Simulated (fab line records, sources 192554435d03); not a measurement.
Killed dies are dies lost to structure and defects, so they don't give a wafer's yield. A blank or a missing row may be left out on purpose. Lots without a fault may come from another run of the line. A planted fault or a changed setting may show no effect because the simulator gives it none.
Chamber matching | flow n5_finfet | N5_BEOL_M8_STRIP_36 on rie_diel-05: 4 sister chambers
The step strips in N2/H2. 4 wafers are shown with their chamber, then 7 later ones without.

WAFERS WITH THEIR CHAMBER
wafer  | chamber | showerhead_plenum_p_Torr (Torr)
L078.3 | 1       | 2.55
L080.4 | 2       | 2.63
L079.1 | 3       | 2.65
L079.3 | 0       | 2.53

WAFERS WITHOUT THEIR CHAMBER
wafer  | showerhead_plenum_p_Torr (Torr)
L079.5 | 2.63
L086.2 | 2.62
L086.3 | 2.55
L086.5 | 2.55
L089.1 | 2.52
L089.5 | 2.52
L089.6 | 2.64

WHICH CHAMBER EACH WENT THROUGH
wafer  | from the rows above     | in truth
L079.5 | 2                       | 2
L086.2 | 2                       | 2
L086.3 | 1                       | 1
L086.5 | 1                       | 1
L089.1 | 0                       | 0
L089.5 | 0                       | 0
L089.6 | can't be placed: 3 or 2 | 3
Placed correctly: 6 of 7. Can't be placed from these rows: 1 (the true chamber is among the candidates in 1). Placed wrongly: 0.
How it was worked out, from the rows above alone: a wafer's distance from a chamber is the root of the sum, over the readings, of the square of ((its reading less the chamber's mean) divided by the reading's scatter). The wafer belongs to the nearest chamber; if the next one is less than 2 further off, it can't be placed. A chamber's mean is the mean of its shown wafers. The scatter: with one shown wafer a chamber, the root of the mean of the squares of how far each hidden wafer lies from its nearest shown one.
